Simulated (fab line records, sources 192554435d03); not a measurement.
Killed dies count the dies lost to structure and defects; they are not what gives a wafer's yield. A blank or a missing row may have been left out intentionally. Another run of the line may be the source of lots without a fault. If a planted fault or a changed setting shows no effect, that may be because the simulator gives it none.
Lot-split experiment | flow n5-finfet | on a route of 1938 steps: 7 lots, 21 wafers read

== SPLIT DETAILS ==
At N5_PASSIVATION_PASS_ETCH_47 (etches SiNx in CF4/O2, target depth 770 nm, time 385 s), the setting time-s was moved away from the recipe's 385 s on 10 of the 21 wafers read, by -20.2% to +17.7%. The other wafers ran this setting at the recipe's value.

The reading is taken at the split's own step.

== THE READING ==
etch.depth-nm (the simulator's own value, which no gauge read), in nm, at N5_PASSIVATION_PASS_ETCH_47 (etches SiNx in CF4/O2, target depth 770 nm, time 385 s). There is no usual value for it anywhere in the file. Across the 11 wafers here that went through the recipe, the average is 779.7 nm and the standard deviation 25 nm.

wafer  | tool, chamber at the split | time-s as run, s | against the recipe | etch.depth-nm, nm | against lot-mates on the recipe
L081.1 | rie-diel-06, 2             | 415.8            | +8.0%              | 829.8             | +22.5
L081.2 | rie-diel-06, 0             | 385              | recipe             | 807.3             | -
L081.3 | rie-diel-06, 1             | 415.8            | +8.0%              | 875.2             | +67.9
L083.2 | rie-diel-01, 0             | 385              | recipe             | 747.4             | -
L083.3 | rie-diel-01, 1             | 385              | recipe             | 758.9             | -
L083.6 | rie-diel-01, 0             | 385              | recipe             | 749.3             | -
L082.2 | rie-diel-06, 2             | 385              | recipe             | 772.4             | -
L082.4 | rie-diel-06, 1             | 385              | recipe             | 815.5             | -
L082.6 | rie-diel-06, 0             | 385              | recipe             | 807               | -
L085.1 | rie-diel-01, 2             | 385              | recipe             | 752.1             | -
L085.2 | rie-diel-01, 0             | 333.8            | -13.3%             | 667.9             | -84.2
L085.5 | rie-diel-01, 3             | 333.8            | -13.3%             | 663.8             | -88.3
L087.3 | rie-diel-06, 2             | 334.1            | -13.2%             | 679.2             | -118.1
L087.4 | rie-diel-06, 1             | 334.1            | -13.2%             | 694.2             | -103.1
L087.5 | rie-diel-06, 0             | 385              | recipe             | 797.3             | -
L091.1 | rie-diel-06, 0             | 453.2            | +17.7%             | 939.3             | +137.5
L091.2 | rie-diel-06, 3             | 453.2            | +17.7%             | 950.1             | +148.3
L091.6 | rie-diel-06, 1             | 385              | recipe             | 801.8             | -
L093.3 | rie-diel-01, 3             | 307.1            | -20.2%             | 605               | -162.9
L093.4 | rie-diel-01, 0             | 385              | recipe             | 767.9             | -
L093.5 | rie-diel-01, 3             | 307.1            | -20.2%             | 608.9             | -159.0

THE FIT
A straight line over all 21 wafers: etch.depth-nm changes by +8.63 nm for each +1% of time-s; r = +0.97; the points scatter about the line by 22 nm.
The same after taking each lot's own level away (the mean of its wafers on the recipe; 21 wafers): +7.68 nm for each +1%; r = +0.99; scatter 14 nm.
Per that fit: largest time-s move, reading shift of 1.6e+02 nm.
Across the lots, their own levels run from 751.87 to 807.30 nm, a range of 2.2 times the standard deviation given above.
So the lot-to-lot level changes the slope: the two fits differ.
Check: -154 nm against its lot-mates is what the line predicts for one of the wafers moved furthest among these (-20.2%) when that wafer is left out of the fit. It came out at -163 nm against them.

== THESE WAFERS: OTHER SPLITS ==
These wafers also went through other splits before the reading. Each is held against what the fit with the lots' levels taken away leaves over:
other split on the same wafers | wafers away from the commonest value | r with etch.depth-nm (lot level and that fit taken away)
N5_MIM_BOT_SPUTTER_00 time-s   | 11                                   | +0.20

== THE WHOLE CHAIN: every reading that the file lists as answering this split, in the file's order ==
step                        | what it does                                           | reading                                                        | change (the file's fit)                                                          | r (the file's)
N5_PASSIVATION_PASS_ETCH_47 | etches SiNx in CF4/O2, target depth 770 nm, time 385 s | etch.depth-nm (the simulator's own value, which no gauge read) | +7.69 nm for each +1% of the setting                                             | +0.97
N5_PASSIVATION_PROBE_49     |                                                        | defect-limited-yield                                           | not straight: 0.8 at the lowest setting, 89.1 at the recipe, 85.6 at the highest | not given
N5_PASSIVATION_PROBE_49     |                                                        | killed-at-contacts                                             | not straight: 19 at the lowest setting, 38 at the recipe, 26 at the highest      | not given
N5_PASSIVATION_PROBE_49     |                                                        | killed-at-other                                                | not straight: 1060 at the lowest setting, 3 at the recipe, 2 at the highest      | not given
N5_PASSIVATION_PROBE_49     |                                                        | killed-dies                                                    | not straight: 1170 at the lowest setting, 129 at the recipe, 170 at the highest  | not given
N5_PASSIVATION_PROBE_49     |                                                        | sort_bin_5_function                                            | not straight: 95.2 at the lowest setting, 6.2 at the recipe, 8.1 at the highest  | not given
N5_PASSIVATION_PROBE_49     |                                                        | sort-n-pass                                                    | not straight: 10 at the lowest setting, 1051 at the recipe, 1010 at the highest  | not given
N5_PASSIVATION_PROBE_49     |                                                        | sort-yield-pct                                                 | not straight: 0.8 at the lowest setting, 89.1 at the recipe, 85.6 at the highest | not given

== THE FILE'S OWN FIT ==
etch.depth-nm changes by +7.69 nm for each +1% of time-s, r = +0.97.
